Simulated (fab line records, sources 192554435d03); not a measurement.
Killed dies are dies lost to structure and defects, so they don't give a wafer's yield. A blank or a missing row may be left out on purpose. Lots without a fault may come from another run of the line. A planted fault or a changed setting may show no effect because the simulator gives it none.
Chamber matching | flow n5_finfet | N5_HKMG_FIN_DESCUM_17 on rie_diel-01: 4 sister chambers
The step chemistry O2, time 7.9 s. 16 wafers are shown with their chamber, then 8 later ones without.

WAFERS WITH THEIR CHAMBER
wafer  | chamber | drypump_motor_current_A (A) | showerhead_plenum_p_Torr (Torr) | throttle_valve_pct (%)
L074.4 | 0       | 4.9                         | 2.10                            | 20.56
L074.5 | 3       | 4.9                         | 2.23                            | 20.13
L074.6 | 1       | 5.3                         | 2.08                            | 20.63
L085.1 | 0       | 4.9                         | 2.10                            | 20.62
L085.2 | 1       | 5.3                         | 2.07                            | 20.67
L085.6 | 3       | 4.9                         | 2.22                            | 20.17
L087.3 | 2       | 6.4                         | 2.23                            | 20.32
L087.5 | 3       | 4.9                         | 2.22                            | 20.17
L087.6 | 2       | 6.4                         | 2.23                            | 20.32
L090.2 | 2       | 6.4                         | 2.23                            | 20.31
L090.3 | 3       | 4.9                         | 2.22                            | 20.20
L090.4 | 0       | 4.9                         | 2.09                            | 20.61
L093.1 | 1       | 5.3                         | 2.07                            | 20.69
L093.4 | 0       | 5.0                         | 2.09                            | 20.62
L093.5 | 2       | 6.4                         | 2.23                            | 20.31
L094.1 | 3       | 4.9                         | 2.22                            | 20.22

SIGNATURES (means of the wafers above)
reading                  | chamber 0 | chamber 1 | chamber 2 | chamber 3 | scatter within a chamber
drypump_motor_current_A  | 4.925     | 5.300     | 6.400     | 4.900     | 0.025
showerhead_plenum_p_Torr | 2.0950    | 2.0733    | 2.2300    | 2.2220    | 0.00453
throttle_valve_pct       | 20.6025   | 20.6633   | 20.3150   | 20.1780   | 0.0276
Rule: a wafer's distance from a chamber is the root of the sum, over the readings, of the square of ((its reading less the chamber's mean) divided by the reading's scatter). The wafer belongs to the nearest chamber; if the next one is less than 2 further off, it can't be placed. The scatter: the root of (the sum of the squares of (reading less its chamber's mean) over the shown wafers, divided by (wafers less chambers)).

WAFERS WITHOUT THEIR CHAMBER
wafer  | drypump_motor_current_A (A) | showerhead_plenum_p_Torr (Torr) | throttle_valve_pct (%)
L094.5 | 6.4                         | 2.23                            | 20.33
L094.6 | 4.9                         | 2.09                            | 20.64
L096.1 | 6.4                         | 2.22                            | 20.35
L096.3 | 4.9                         | 2.09                            | 20.63
L096.5 | 4.9                         | 2.09                            | 20.64
L097.1 | 5.3                         | 2.06                            | 20.32
L097.2 | 4.9                         | 2.21                            | 20.21
L097.3 | 6.4                         | 2.22                            | 20.35

WHICH CHAMBER EACH WENT THROUGH
wafer  | from the rows above | in truth
L094.5 | 2                   | 2
L094.6 | 0                   | 0
L096.1 | 2                   | 2
L096.3 | 0                   | 0
L096.5 | 0                   | 0
L097.1 | 1                   | 1
L097.2 | 3                   | 3
L097.3 | 2                   | 2
Placed correctly: 8 of 8. Can't be placed from these rows: 0. Placed wrongly: 0.
